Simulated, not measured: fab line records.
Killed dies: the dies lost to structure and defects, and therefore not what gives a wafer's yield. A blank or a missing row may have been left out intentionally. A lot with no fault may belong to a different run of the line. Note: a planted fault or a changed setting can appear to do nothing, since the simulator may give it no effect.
Problem report, 8D (eight disciplines) form, completed by code ; flow nandHarc ; the parts of the form that need people (team, actions taken, sign-off) are left out

== 1. THE ISSUE ==
Wafers without a fault read 3.2, standard deviation 2.3; killedAtPeriphery at NHARC_END_SORT_01 reads a mean of 66.7 on 6 wafers belonging to 2 lots. Relative to the usual mean, that is a shift of +28 standard deviations.
The first sign was on wafer L569.1 at day 23 16:08, on prober-02. The record has a number at this step for 18 wafers belonging to 6 lots. By rule, "out" or "out of limits" means more than 4 standard deviations away from the usual mean. Any other wafer with a number is counted as sound.

== 2. WHAT IT IS, AND WHAT IT ISN'T ==
question;is;is not
which readings at this step;killedAtPeriphery, sort_bin_2_pct, sort_bin_3_pct;killedOpen, killedShort
which lots;L569, L572;L552, L557, L564, L575
which wafers of those lots;all that have a number;-
read on which gauges;prober-02;prober-01
when;from day 23 16:08;"up to then (9 sound wafers); but 3 sound wafers of L575 came after"

== 3. SUSPECTS, AND WHAT RULES EACH OUT ==
Counting: a tool at any process step up to the reading remains a suspect when it ran all the lots that are out and ran no sound lot after the first of those.
- the gauge at NHARC_END_SORT_01: kept. All the wafers that are out were read on prober-02, and no step on other tools shows them out.
- rieDiel-12 at NHARC_P_M0_STRIP_18 (strips in N2/H2): kept. It ran every lot that is out, first L569 (day 10 01:05), and no sound lot after that; its last sound lot up to then is L557 (day 7 05:14).
- cmp-03 at NHARC_P_M0_CMP_23 (polishes, t overpolish 20 s, target thk 117.53 nm): kept. It ran every lot that is out, first L569 (day 10 02:43), and no sound lot after that.
Left after counting: rieDiel-12 at NHARC_P_M0_STRIP_18, cmp-03 at NHARC_P_M0_CMP_23, prober-02 at NHARC_END_SORT_01.

== 4. THE CAUSE (what the simulator had put in) ==
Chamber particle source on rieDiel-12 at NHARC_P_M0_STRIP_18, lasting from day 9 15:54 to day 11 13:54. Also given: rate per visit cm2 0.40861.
3 suspects survive the count, and this tool is in that group.

== 5. THE EFFECT CHAIN, in route order ==
Rows list readings where the struck wafers' mean (over those with a number) sits beyond 3 standard deviations from the usual. Only readings for which the record gives a usual standard deviation are gone through. hours: the time from each lot's start at the first step in this table that gives one to its start at this step, as a median over the lots. sigmas: the change in usual standard deviations.
hours;step;reading;usual;on struck wafers;change;sigmas
0;NHARC_END_SORT_01;defectLimitedYield;95.2 %;84.2;-11.0;-5.8
0;NHARC_END_SORT_01;killedAtPeriphery;3.2;66.7;+63.5;+28
0;NHARC_END_SORT_01;killedDies;33;107;+74;+5.7
0;NHARC_END_SORT_01;sort_bin_2_pct;1.5 %;7.0;+5.5;+6.8
0;NHARC_END_SORT_01;sort_bin_3_pct;0.27 %;2.19;+1.92;+8.7
0;NHARC_END_SORT_01;sort_bin_4_pct;3.0 %;6.6;+3.6;+3.3
0;NHARC_END_SORT_01;sortNPass;644;570;-74;-5.7
0;NHARC_END_SORT_01;sortYieldPct;95.2 %;84.2;-11.0;-5.8

== 6. HOW IT WOULD HAVE BEEN CAUGHT EARLIER ==
336 hours passed between the start of the fault at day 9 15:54 and the first reading out of limits at a measuring or inspecting step in this record, taken at day 23 16:08.
An alarm limit of 4 standard deviations would not have fired on the tool readings at NHARC_P_M0_STRIP_18 for which the record gives a usual standard deviation, since none of them was out on any struck wafer.
All the lots that are out (2) had begun NHARC_P_M0_STRIP_18 on rieDiel-12 by day 23 16:08. Tool hold at that time: it would have spared none of them.
